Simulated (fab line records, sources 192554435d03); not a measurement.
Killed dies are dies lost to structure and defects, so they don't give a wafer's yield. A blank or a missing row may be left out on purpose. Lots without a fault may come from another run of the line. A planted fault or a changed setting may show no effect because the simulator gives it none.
Problem report in the 8D (eight disciplines) form, filled by code | flow n5_finfet | the parts of the form that need people (team, actions taken, sign-off) are left out

1. THE PROBLEM
run_length_s at N5_BEOL_M11_CVD_75 reads a mean of 292.3 s on 2 wafers of 2 lots; wafers without a fault read 161.8 s with a standard deviation of 0.56. That is +99 or more standard deviations from the usual mean.
The step: deposits Co from CCTBA/H2, target thk 2 nm, time 138.9 s.
First seen on wafer L923.4, day 13 04:54, on cvd_co-02. The record holds 38 wafers of 13 lots with a number at this step. Rule for "out", or "out of limits": more than 4 standard deviations from the usual mean. The other wafers with a number count as sound.

2. WHAT IT IS AND WHAT IT IS NOT
question                    | is                | is not
which readings at this step | run_length_s      | -
which lots                  | L923, L925        | L912, L913, L914, L915, L916, L917, L919, L921, L933, L934, L935
which wafers of those lots  | L923.4, L925.2    | L923.3, L923.5, L925.1
read on which tools         | cvd_co-02         | cvd_co-01
when                        | from day 13 04:54 | up to then (26 sound wafers); but 10 sound wafers of L925, L933, L934, L935 came after

3. SUSPECTS, AND WHAT RULES EACH OUT
Counting: a tool at a process step up to the reading stays a suspect if it ran every lot that is out. Sound lots after the first of them don't rule it out here, since some wafers of a struck lot are sound.
- cvd_co-02 at N5_BEOL_M11_CVD_75 (deposits Co from CCTBA/H2, target thk 2 nm, time 138.9 s): kept. It ran every lot that is out, first L923 (day 13 04:54); its last sound lot up to then is L921 (day 12 07:04). Its own readings are out on those wafers: run_length_s.
Left after counting: cvd_co-02 at N5_BEOL_M11_CVD_75.

4. THE CAUSE (what the simulator had put in)
Process parameter drift: cvd_co-02, from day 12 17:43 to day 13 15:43, at N5_BEOL_M11_CVD_75. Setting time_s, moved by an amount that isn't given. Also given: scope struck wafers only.
Counting left only this tool.

5. THE CHAIN OF EFFECTS, in route order
Each row: a reading whose mean over the struck wafers that have a number lies more than 3 standard deviations from the usual. Only readings for which the record gives a usual standard deviation are gone through. hours: the time from each lot's start at the first step in this table that gives one to its start at this step, as a median over the lots. sigmas: the change in usual standard deviations.
hours | step               | reading      | usual   | on struck wafers | change | sigmas
0     | N5_BEOL_M11_CVD_75 | run_length_s | 161.8 s | 292.3            | +130.5 | +99 or more
The process steps in it:
- N5_BEOL_M11_CVD_75: deposits Co from CCTBA/H2, target thk 2 nm, time 138.9 s.

6. WHAT WOULD HAVE CAUGHT IT SOONER
In this record the first reading out of limits was taken at day 13 04:54, 11 hours after the fault began at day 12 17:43.
